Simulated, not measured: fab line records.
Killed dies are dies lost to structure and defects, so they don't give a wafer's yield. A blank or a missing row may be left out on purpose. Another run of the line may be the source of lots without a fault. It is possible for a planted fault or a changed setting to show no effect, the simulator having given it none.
Chamber matching -- flow n5Finfet -- N5_MOL_CONTACT_COAG_CMP_23 on cmp-04: 4 sister chambers
The step polishes, stops on SiO2, t overpolish 1.5 s, target thk 0 nm. 8 wafers are shown with their chamber, then 7 later ones without.

== WAFERS PAIRED WITH THEIR CHAMBERS ==
wafer,chamber,motorCurrentA (A),timeToEndpointS (s)
L691.1,3,7.3,10.0
L692.4,2,7.6,9.8
L692.5,0,10.5,10.5
L694.3,0,10.2,7.9
L694.4,2,8.1,7.8
L694.5,1,8.5,10.3
L695.4,3,7.1,12.4
L695.5,1,8.8,13.3

== WAFERS WHOSE CHAMBER IS MISSING ==
wafer,motorCurrentA (A),timeToEndpointS (s)
L695.6,9.8,11.0
L696.2,7.4,11.2
L696.4,7.7,9.0
L696.5,10.3,12.4
L708.2,8.1,6.2
L708.3,10.3,6.7
L708.6,6.9,9.4

== WHICH CHAMBER EACH WENT THROUGH ==
wafer,from the rows above,in truth
L695.6,0,0
L696.2,can't be placed: 3 or 2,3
L696.4,can't be placed: 2 or 3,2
L696.5,0,0
L708.2,2,2
L708.3,0,0
L708.6,3,3
Correct placement for 5 of the 7. Not placeable from these rows: 2 (in 2, the candidates include the true chamber). Placed wrongly: 0.
How it was worked out, from the rows above alone: a wafer's distance from a chamber is the root of the sum, over the readings, of the square of ((its reading less the chamber's mean) divided by the reading's scatter). If the next closest chamber is less than 2 further off than the closest, the wafer can't be placed; otherwise it belongs to the closest. A chamber's mean is the mean of its shown wafers. The scatter: take each reading less its chamber's mean, square it, sum over the shown wafers, divide by the number of wafers less the number of chambers, and take the root.
